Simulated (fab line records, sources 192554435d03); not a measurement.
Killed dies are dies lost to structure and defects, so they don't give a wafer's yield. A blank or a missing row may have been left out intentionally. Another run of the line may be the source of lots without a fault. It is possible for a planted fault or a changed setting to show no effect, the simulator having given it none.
Split-lot study	flow n5Finfet	route with 1938 steps; 7 lots, 21 wafers read

## ABOUT THE SPLIT
At N5_PASSIVATION_EXPOSE_27 (exposes mask PAD, defocus 0 nm), the setting doseMj was moved away from the recipe's 32.3 on 3 of the 21 wafers read, by -7.4% to +3.5%. All remaining wafers had this setting at the recipe value.

## FROM THE SPLIT TO THE READING: what the file shows between them, 3 steps
- N5_PASSIVATION_PEB_28
- N5_PASSIVATION_DEVELOP_29: develop time 60 s
- N5_PASSIVATION_HARDBAKE_31: time 120 s

## THE READING
cdNm (nm) at N5_PASSIVATION_CD_MEAS_30, where the cd target is 4000 nm. A value of 3998.6 nm with a standard deviation of 1.7 nm is what fault-free wafers of this fab line usually give.

wafer	tool, chamber at the split	doseMj as run	against the recipe	cdNm, nm	against lot-mates on the recipe
L080.1	krfScanner-01, 0	29.92	-7.4%	3984.4	-15.2
L080.3	krfScanner-01, 0	32.3	recipe	3999.6	-
L080.5	krfScanner-01, 0	32.3	recipe	3999.5	-
L079.1	krfScanner-02, 0	32.3	recipe	3997.2	-
L079.2	krfScanner-02, 0	31.29	-3.1%	3993.5	-4.8
L079.5	krfScanner-02, 0	32.3	recipe	3999.5	-
L084.2	krfScanner-01, 0	32.3	recipe	3998.1	-
L084.3	krfScanner-01, 0	32.3	recipe	3996.7	-
L084.4	krfScanner-01, 0	32.3	recipe	3998.5	-
L088.1	krfScanner-01, 0	32.3	recipe	3995.6	-
L088.3	krfScanner-01, 0	32.3	recipe	3998.2	-
L088.4	krfScanner-01, 0	32.3	recipe	3996.4	-
L091.3	krfScanner-01, 0	33.42	+3.5%	4007.2	+7.5
L091.4	krfScanner-01, 0	32.3	recipe	3998.8	-
L091.6	krfScanner-01, 0	32.3	recipe	4000.6	-
L089.2	krfScanner-02, 0	32.3	recipe	3999.7	-
L089.3	krfScanner-02, 0	32.3	recipe	3997.6	-
L089.6	krfScanner-02, 0	32.3	recipe	3999.6	-
L096.1	krfScanner-01, 0	32.3	recipe	3995.4	-
L096.3	krfScanner-01, 0	32.3	recipe	3999.7	-
L096.4	krfScanner-01, 0	32.3	recipe	3997.5	-

FIT RESULTS
A straight line over all 21 wafers: cdNm changes by +1.96 nm for each +1% of doseMj; r = +0.93; the points scatter about the line by 1.6 nm.
The same after taking each lot's own level away (the mean of its wafers on the recipe; 21 wafers): +2.02 nm for each +1%; r = +0.96; scatter 1.1 nm.
That fit puts the effect of the largest move of doseMj on the reading at 15 nm.
Across the lots, their own levels run from 3996.73 to 3999.70 nm, a range of 1.7 times the standard deviation given above.
Hence the lot-to-lot level has little effect on the slope; both slopes agree.
Check: for one of the wafers moved furthest among these (-7.4%), held out of the fit, the line's prediction against its lot-mates is -13.8 nm. It came out at -15.2 nm against them.

## ADDITIONAL SPLITS CARRIED BY THESE WAFERS
Before the reading, these wafers also passed through other splits. Each is held against what the fit with the lots' levels taken away leaves over:
other split on the same wafers	wafers away from the commonest value	r with cdNm (lot level and that fit taken away)
N5_MIM_TOP_LITHO_EXPOSE_05 doseMj	5	+0.04

## THE FILE'S OWN FIT
cdNm changes by +2.02 nm for each +1% of doseMj, r = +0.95.
